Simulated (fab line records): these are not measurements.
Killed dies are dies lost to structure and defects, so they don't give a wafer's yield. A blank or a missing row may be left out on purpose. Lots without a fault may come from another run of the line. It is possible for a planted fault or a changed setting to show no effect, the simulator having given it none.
Which tool was responsible? | flow n5 finfet | 24 lots with 72 wafers sampled at 5 steps, on a route of 1938 steps

## WHAT EACH GAUGE READ, for each wafer
N5_BEOL_M6_THK_MEAS_53: measures by xrf.
lot  | measured     | on            | M6_THK (nm)
L074 | day 8 22:40  | film metro-02 | 82.7 84.7 80.4
L075 | day 8 22:38  | film metro-02 | 86.7 82.9 84.4
L076 | day 9 04:26  | film metro-02 | 81.2 82.9 82.6
L077 | day 9 23:29  | film metro-01 | 85.6 86.6 82.3
L078 | day 10 03:46 | film metro-01 | 86.6 83.3 83.5
L079 | day 10 09:16 | film metro-01 | 83.6 84.4 84.9
L080 | day 10 11:56 | film metro-01 | 83.5 85.3 85.5
L081 | day 10 13:49 | film metro-01 | 90.0 89.8 86.9
L082 | day 11 03:09 | film metro-02 | 85.0 81.9 84.2
L083 | day 11 16:17 | film metro-01 | 82.1 85.7 81.6
L085 | day 11 19:31 | film metro-01 | 81.7 83.3 83.4
L084 | day 11 20:54 | film metro-01 | 81.3 83.0 82.2
L086 | day 11 21:37 | film metro-01 | 81.9 82.7 83.3
L087 | day 11 23:37 | film metro-02 | 81.8 86.2 83.6
L088 | day 12 03:38 | film metro-02 | 85.5 80.7 85.4
L091 | day 13 06:47 | film metro-01 | 83.8 86.5 86.3
L090 | day 13 09:34 | film metro-01 | 84.3 88.7 84.3
L089 | day 13 12:03 | film metro-02 | 81.8 88.5 86.6
L093 | day 13 14:49 | film metro-01 | 83.9 87.0 83.5
L092 | day 13 17:58 | film metro-02 | 82.9 89.0 87.0
L094 | day 14 08:02 | film metro-02 | 81.6 86.8 84.1
L095 | day 14 10:09 | film metro-02 | 82.7 82.2 81.7
L096 | day 14 14:50 | film metro-01 | 82.3 89.4 83.8
L097 | day 14 17:42 | film metro-02 | 83.8 84.6 85.7

N5_BEOL_M6_INSPECT_58: inspects for defects (darkfield).
lot  | measured     | on                | raw defect count
L074 | day 8 23:05  | defect inspect-01 | 49 60 66
L075 | day 8 23:05  | defect inspect-02 | 74 75 63
L076 | day 9 04:35  | defect inspect-01 | 105 77 91
L077 | day 9 23:38  | defect inspect-02 | 67 66 53
L078 | day 10 03:55 | defect inspect-02 | 55 89 97
L079 | day 10 09:26 | defect inspect-01 | 31 49 43
L080 | day 10 12:05 | defect inspect-02 | 113 57 80
L081 | day 10 13:59 | defect inspect-02 | 47 52 44
L082 | day 11 03:18 | defect inspect-02 | 102 80 120
L083 | day 11 16:26 | defect inspect-02 | 52 57 51
L085 | day 11 19:43 | defect inspect-02 | 69 48 73
L084 | day 11 21:05 | defect inspect-01 | 41 65 69
L086 | day 11 21:48 | defect inspect-01 | 50 43 67
L087 | day 11 23:47 | defect inspect-01 | 55 75 81
L088 | day 12 03:47 | defect inspect-02 | 43 57 40
L091 | day 13 06:56 | defect inspect-01 | 29 42 45
L090 | day 13 09:43 | defect inspect-01 | 67 55 37
L089 | day 13 12:13 | defect inspect-01 | 39 67 46
L093 | day 13 14:59 | defect inspect-01 | 102 57 48
L092 | day 13 18:08 | defect inspect-01 | 29 62 56
L094 | day 14 08:11 | defect inspect-01 | 39 43 71
L095 | day 14 10:19 | defect inspect-01 | 102 82 93
L096 | day 14 14:59 | defect inspect-02 | 131 99 89
L097 | day 14 17:52 | defect inspect-02 | 38 36 61

## WHAT TOOL EACH LOT RAN ON (gives the tool, then ch and the chambers of the sampled wafers, and finally the start)
lot  | N5_BEOL_M5_TRENCH_ETCH_37                     | N5_BEOL_M6_STRIP_36                | N5_BEOL_M6_ANNEAL_51
L074 | rie diel-01 ch 0,1,2, day 8 19:32 or earlier  | rie diel-03 ch 0,3, day 8 19:32    | rtp anneal-01 ch 0, day 8 22:05
L075 | rie diel-01 ch 0,2, day 8 19:30 or earlier    | rie diel-02 ch 0,2, day 8 19:30    | rtp anneal-02 ch 0, day 8 22:05
L076 | rie diel-05 ch 0,1,3, day 9 00:56 or earlier  | rie diel-02 ch 2,3, day 9 00:56    | rtp anneal-02 ch 0, day 9 03:50
L077 | rie diel-01 ch 1,3, day 9 20:48 or earlier    | rie diel-03 ch 0,1,3, day 9 20:48  | rtp anneal-01 ch 0, day 9 22:56
L078 | rie diel-05 ch 0,1,2, day 10 00:40 or earlier | rie diel-06 ch 1,2, day 10 00:40   | rtp anneal-01 ch 0, day 10 03:10
L079 | rie diel-04 ch 0,1,2, day 10 05:28 or earlier | rie diel-03 ch 1,2,3, day 10 05:28 | rtp anneal-01 ch 0, day 10 08:41
L080 | rie diel-05 ch 0,1,2, day 10 08:52 or earlier | rie diel-03 ch 2,3, day 10 08:52   | rtp anneal-02 ch 0, day 10 11:20
L081 | rie diel-01 ch 0,1,3, day 10 10:50 or earlier | rie diel-02 ch 0,1, day 10 10:50   | rtp anneal-01 ch 0, day 10 13:19
L082 | rie diel-05 ch 0,1,3, day 11 00:40 or earlier | rie diel-03 ch 0,1,2, day 11 00:40 | rtp anneal-02 ch 0, day 11 02:34
L083 | rie diel-05 ch 0,1,3, day 11 12:14 or earlier | rie diel-06 ch 0,1,3, day 11 12:14 | rtp anneal-01 ch 0, day 11 15:45
L085 | rie diel-05 ch 1,2,3, day 11 15:12 or earlier | rie diel-03 ch 1,2,3, day 11 15:12 | rtp anneal-01 ch 0, day 11 18:55
L084 | rie diel-01 ch 0,1,3, day 11 18:27 or earlier | rie diel-06 ch 0,1, day 11 18:27   | rtp anneal-02 ch 0, day 11 20:21
L086 | rie diel-05 ch 0,1,3, day 11 18:44 or earlier | rie diel-02 ch 1,3, day 11 18:44   | rtp anneal-02 ch 0, day 11 21:04
L087 | rie diel-01 ch 1,3, day 11 20:40 or earlier   | rie diel-03 ch 0,2,3, day 11 20:40 | rtp anneal-01 ch 0, day 11 22:55
L088 | rie diel-01 ch 0,3, day 12 00:42 or earlier   | rie diel-03 ch 0,1, day 12 00:42   | rtp anneal-01 ch 0, day 12 03:02
L091 | rie diel-01 ch 0,1,2, day 13 04:05 or earlier | rie diel-06 ch 0,1,2, day 13 04:05 | rtp anneal-02 ch 0, day 13 06:11
L090 | rie diel-01 ch 0,1,3, day 13 06:51 or earlier | rie diel-02 ch 0,1,2, day 13 06:51 | rtp anneal-01 ch 0, day 13 09:01
L089 | rie diel-05 ch 0,3, day 13 07:51 or earlier   | rie diel-06 ch 1,3, day 13 07:51   | rtp anneal-02 ch 0, day 13 11:32
L093 | rie diel-04 ch 1,2, day 13 12:00 or earlier   | rie diel-06 ch 2,3, day 13 12:00   | rtp anneal-01 ch 0, day 13 14:18
L092 | rie diel-01 ch 0,2,3, day 13 15:17 or earlier | rie diel-06 ch 0,2,3, day 13 15:17 | rtp anneal-02 ch 0, day 13 17:25
L094 | rie diel-01 ch 0,2,3, day 14 04:29 or earlier | rie diel-02 ch 0,2,3, day 14 04:29 | rtp anneal-01 ch 0, day 14 07:28
L095 | rie diel-04 ch 0,1, day 14 07:28 or earlier   | rie diel-02 ch 0,1,3, day 14 07:28 | rtp anneal-01 ch 0, day 14 09:42
L096 | rie diel-04 ch 0,1, day 14 10:53 or earlier   | rie diel-06 ch 0,1,3, day 14 10:53 | rtp anneal-01 ch 0, day 14 14:17
L097 | rie diel-01 ch 0,1,3, day 14 14:52 or earlier | rie diel-06 ch 0,1,2, day 14 14:52 | rtp anneal-02 ch 0, day 14 17:05
- N5_BEOL_M5_TRENCH_ETCH_37: etches SiCOH lowk in C4F6/O2, target depth 71.652 nm, time 24.7 s.
- N5_BEOL_M6_STRIP_36: strips in N2/H2.
- N5_BEOL_M6_ANNEAL_51: time 90 s.

## WHAT THE TOOLS THEMSELVES READ (means of the sampled wafers that have a number; where no wafer has one, the mark that the record gives instead)
N5_BEOL_M5_TRENCH_ETCH_37.
lot  | tool        | drypump motor current A (A) | oes product au (a.u.) | rf vpp V (V) | showerhead plenum p Torr (Torr) | throttle valve pct (%)
L074 | rie diel-01 | 5.9                         | 0.89                  | 677          | 2.89                            | 20.71
L075 | rie diel-01 | 6.3                         | 0.89                  | 681          | 2.93                            | 20.83
L076 | rie diel-05 | 5.9                         | 0.78                  | 663          | 2.87                            | 21.06
L077 | rie diel-01 | 5.4                         | 0.86                  | 667          | 2.88                            | 20.64
L078 | rie diel-05 | 5.6                         | 0.75                  | 669          | 2.85                            | 20.88
L079 | rie diel-04 | 6.2                         | 0.72                  | 658          | 2.85                            | 21.17
L080 | rie diel-05 | 5.5                         | 0.76                  | 670          | 2.85                            | 20.88
L081 | rie diel-01 | 5.8                         | 0.85                  | 672          | 2.91                            | 20.77
L082 | rie diel-05 | 5.9                         | 0.76                  | 663          | 2.86                            | 21.08
L083 | rie diel-05 | 5.9                         | 0.76                  | 662          | 2.86                            | 21.09
L085 | rie diel-05 | 5.8                         | 0.74                  | 653          | 2.81                            | 21.13
L084 | rie diel-01 | 5.8                         | 0.84                  | 672          | 2.91                            | 20.78
L086 | rie diel-05 | 5.9                         | 0.76                  | 663          | 2.86                            | 21.08
L087 | rie diel-01 | 5.3                         | 0.84                  | 665          | 2.87                            | 20.88
L088 | rie diel-01 | 6.2                         | 0.83                  | 676          | 2.95                            | 20.90
L091 | rie diel-01 | 5.8                         | 0.84                  | 676          | 2.88                            | 20.75
L090 | rie diel-01 | 5.8                         | 0.83                  | 670          | 2.91                            | 20.79
L089 | rie diel-05 | 6.1                         | 0.77                  | 658          | 2.90                            | 21.18
L093 | rie diel-04 | 5.9                         | 0.74                  | 641          | 2.83                            | 21.17
L092 | rie diel-01 | 5.8                         | 0.84                  | 674          | 2.88                            | 20.99
L094 | rie diel-01 | 5.7                         | 0.83                  | 674          | 2.88                            | 20.99
L095 | rie diel-04 | 5.9                         | 0.80                  | 652          | 2.87                            | 20.93
L096 | rie diel-04 | 6.2                         | 0.87                  | 670          | 2.88                            | 20.85
L097 | rie diel-01 | 5.8                         | 0.82                  | 671          | 2.90                            | 20.81

N5_BEOL_M6_STRIP_36.
lot  | tool        | drypump motor current A (A) | oes product au (a.u.) | rf vpp V (V) | showerhead plenum p Torr (Torr) | temp c (C) | throttle valve pct (%)
L074 | rie diel-03 | 6.0                         | 0.83                  | 60.3         | 2.57                            | 40.02      | 24.1
L075 | rie diel-02 | 6.2                         | 0.85                  | 58.3         | 2.49                            | 40.14      | 24.0
L076 | rie diel-02 | 5.4                         | 0.72                  | 59.9         | 2.51                            | 39.98      | 23.7
L077 | rie diel-03 | 5.8                         | 0.86                  | 59.3         | 2.61                            | 40.04      | 23.7
L078 | rie diel-06 | 5.8                         | 0.80                  | 57.9         | 2.48                            | 40.10      | 23.4
L079 | rie diel-03 | 5.6                         | 0.86                  | 60.3         | 2.66                            | 40.08      | 23.7
L080 | rie diel-03 | 5.6                         | 0.84                  | 58.8         | 2.62                            | 40.00      | 23.9
L081 | rie diel-02 | 5.9                         | 0.94                  | 60.6         | 2.55                            | 39.93      | 23.5
L082 | rie diel-03 | 5.8                         | 0.84                  | 59.2         | 2.64                            | 39.98      | 23.8
L083 | rie diel-06 | 6.0                         | 0.80                  | 57.9         | 2.59                            | 39.95      | 23.4
L085 | rie diel-03 | 5.6                         | 0.84                  | 61.0         | 2.65                            | 40.05      | 23.7
L084 | rie diel-06 | 6.1                         | 0.78                  | 57.9         | 2.51                            | 40.05      | 23.4
L086 | rie diel-02 | 5.4                         | 0.88                  | 59.5         | 2.58                            | 39.92      | 23.3
L087 | rie diel-03 | 5.7                         | 0.82                  | 60.8         | 2.60                            | 39.97      | 24.1
L088 | rie diel-03 | 5.8                         | 0.84                  | 60.9         | 2.64                            | 39.96      | 23.5
L091 | rie diel-06 | 5.8                         | 0.79                  | 59.1         | 2.56                            | 40.11      | 23.4
L090 | rie diel-02 | 5.9                         | 0.91                  | 58.7         | 2.51                            | 40.00      | 23.6
L089 | rie diel-06 | 5.9                         | 0.78                  | 57.4         | 2.58                            | 40.09      | 23.4
L093 | rie diel-06 | 5.3                         | 0.81                  | 59.8         | 2.60                            | 40.11      | 23.4
L092 | rie diel-06 | 5.7                         | 0.81                  | 60.1         | 2.64                            | 39.96      | 23.4
L094 | rie diel-02 | 5.7                         | 0.85                  | 59.3         | 2.50                            | 39.89      | 23.7
L095 | rie diel-02 | 5.7                         | 0.83                  | 59.0         | 2.53                            | 39.94      | 23.6
L096 | rie diel-06 | 6.0                         | 0.77                  | 58.0         | 2.58                            | 39.93      | 23.4
L097 | rie diel-06 | 5.8                         | 0.78                  | 60.1         | 2.55                            | 39.93      | 23.4

N5_BEOL_M6_ANNEAL_51.
lot  | tool          | wafer_temp_C_max
L074 | rtp anneal-01 | 226.07
L075 | rtp anneal-02 | 225.95
L076 | rtp anneal-02 | 225.52
L077 | rtp anneal-01 | 225.81
L078 | rtp anneal-01 | 225.95
L079 | rtp anneal-01 | 226.11
L080 | rtp anneal-02 | 225.52
L081 | rtp anneal-01 | 225.80
L082 | rtp anneal-02 | 225.56
L083 | rtp anneal-01 | 225.93
L085 | rtp anneal-01 | 225.81
L084 | rtp anneal-02 | 225.78
L086 | rtp anneal-02 | 225.71
L087 | rtp anneal-01 | 226.04
L088 | rtp anneal-01 | 225.95
L091 | rtp anneal-02 | 225.45
L090 | rtp anneal-01 | 225.79
L089 | rtp anneal-02 | 225.74
L093 | rtp anneal-01 | 225.90
L092 | rtp anneal-02 | 226.04
L094 | rtp anneal-01 | 226.22
L095 | rtp anneal-01 | 225.77
L096 | rtp anneal-01 | 226.24
L097 | rtp anneal-02 | 225.74

## THE ANSWER, worked out from the rows above alone
Rule: what is usual is taken from the lots themselves. Put in order of their means at a reading, lots are off if they are a third of the lots or fewer, leave a main group of 4 or more, and stand apart from it by a gap of 3 or more times the standard deviation of the main group's means; of several such gaps the widest counts. A main group is skipped when, at the precision printed for the reading in the tables above, its means are all equal. Also off: a lot with no number at a reading for which 4 or more lots have one. Any other lot the step has rows for is counted as sound. Order of review: gauges by route order, followed by the tools' own readings, for which a lot's mean as printed above is used. The first step at which some lot is off is used, and at that step the reading that is off furthest; a lot without a number counts as furthest.
Nothing can be told from this: no lot is off at any reading shown.

## WHAT THE SIMULATOR HAD PUT IN
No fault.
